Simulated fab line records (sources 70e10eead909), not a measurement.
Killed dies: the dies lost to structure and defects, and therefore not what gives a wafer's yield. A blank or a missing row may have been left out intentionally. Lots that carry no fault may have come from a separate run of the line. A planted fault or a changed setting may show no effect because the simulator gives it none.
Comparing a struck lot with a sound one | flow nand-harc | 14 steps out of a route of 1302
Sound: wafers L800.1, L800.3, L800.4. Struck: wafer L806.2; the same lot's L806.6 was not struck, so it is left out; see the end for the cause.
For every step that has rows: the tool of each side, followed by ch and its chambers, followed by its first start. Under that, the readings that differ: sound wafers | struck wafers | difference of the means | sigmas: that difference in standard deviations of wafers without a fault.
alike: readings whose means differ by less than 2 such deviations, and words and numbers that are the same on both sides. not compared: withheld readings, readings that some wafer has no value for, bounds like >300 that may hide the same value, and numbers for which the record gives no deviation and whose values overlap.
Wherever a step has rows on one side only, a row that says differs or no value, or a row with sigmas, the two part there. Numbers that don't overlap but have no deviation are shown without sigmas and don't part them. A reading missing from all wafers of one side parts the sides only when that side holds two or more wafers.

NHARC_A_SOURCE_PLATE_THK_MEAS_06: measures by ellipsometry.
  struck on film-metro-01, day 12 05:08; sound on film-metro-02, day 9 09:32
  alike: thk-nm
NHARC_A_SOURCE_PLATE_INSPECT_08:
  struck on defect-inspect-01, day 12 05:13; sound on defect-inspect-02, day 9 09:36
  reading          | sound      | struck | difference | sigmas
  raw-defect-count | 87 133 150 | 56     | -67        | -3
following that, 1 step holds no rows for these wafers, namely NHARC_A_ONON_D1_DEP_00 (target thickness 1000 nm).
NHARC_A_ONON_D1_THK_MEAS_02: measures by ellipsometry.
  struck on film-metro-01, day 12 05:47; sound on film-metro-01, day 9 10:11
  reading     | sound       | struck | difference | sigmas
  thk-nm (nm) | 996 993 996 | 1012   | +17        | +2
following that, 1 step holds no rows for these wafers, namely NHARC_A_ONON_D1_DEP_03 (target thickness 1000 nm).
NHARC_A_ONON_D1_THK_MEAS_05: measures by ellipsometry.
  struck on film-metro-01, day 12 06:21; sound on film-metro-02, day 9 10:45
  reading     | sound       | struck | difference | sigmas
  thk-nm (nm) | 996 995 996 | 1017   | +21        | +2
following that, 1 step holds no rows for these wafers, namely NHARC_A_ONON_D1_DEP_06 (target thickness 1000 nm).
NHARC_A_ONON_D1_THK_MEAS_08: measures by ellipsometry.
  struck on film-metro-02, day 12 06:55; sound on film-metro-01, day 9 11:19
  alike: thk-nm
following that, 1 step holds no rows for these wafers, namely NHARC_A_ONON_D1_DEP_09 (target thickness 1000 nm).
NHARC_A_ONON_D1_THK_MEAS_11: measures by ellipsometry.
  struck on film-metro-01, day 12 07:29; sound on film-metro-02, day 9 11:53
  alike: thk-nm
NHARC_A_ONON_D1_DEP_12: target thk 1000 nm.
  sound on pecvd-onon-03 ch 0, day 9 11:56; struck on pecvd-onon-02 ch 0, day 12 07:36
  alike: sih4-flow-sccm
NHARC_A_ONON_D1_THK_MEAS_14: measures by ellipsometry.
  struck on film-metro-02, day 12 08:04; sound on film-metro-01, day 9 12:27
  reading     | sound       | struck | difference | sigmas
  thk-nm (nm) | 996 994 995 | 677    | -318       | -24
then, 1 step without rows for these wafers: NHARC_A_ONON_D1_ANNEAL_15 (time 3600 s).
-- the record jumps here: 16 days lie between the struck wafers' starts before and after (it left off in module A_ONON_D1 and takes up again in module END, whose first step shown is number 1302 of the route) --
NHARC_END_SORT_01:
  only the struck wafers appear in the record here, on prober-01 ch 0 at day 28 15:56; the sound ones have no rows

== WHERE THEY PART ==
Last at NHARC_END_SORT_01 as far as this record goes, first at NHARC_A_SOURCE_PLATE_INSPECT_08.

WHY: what the simulator had put in
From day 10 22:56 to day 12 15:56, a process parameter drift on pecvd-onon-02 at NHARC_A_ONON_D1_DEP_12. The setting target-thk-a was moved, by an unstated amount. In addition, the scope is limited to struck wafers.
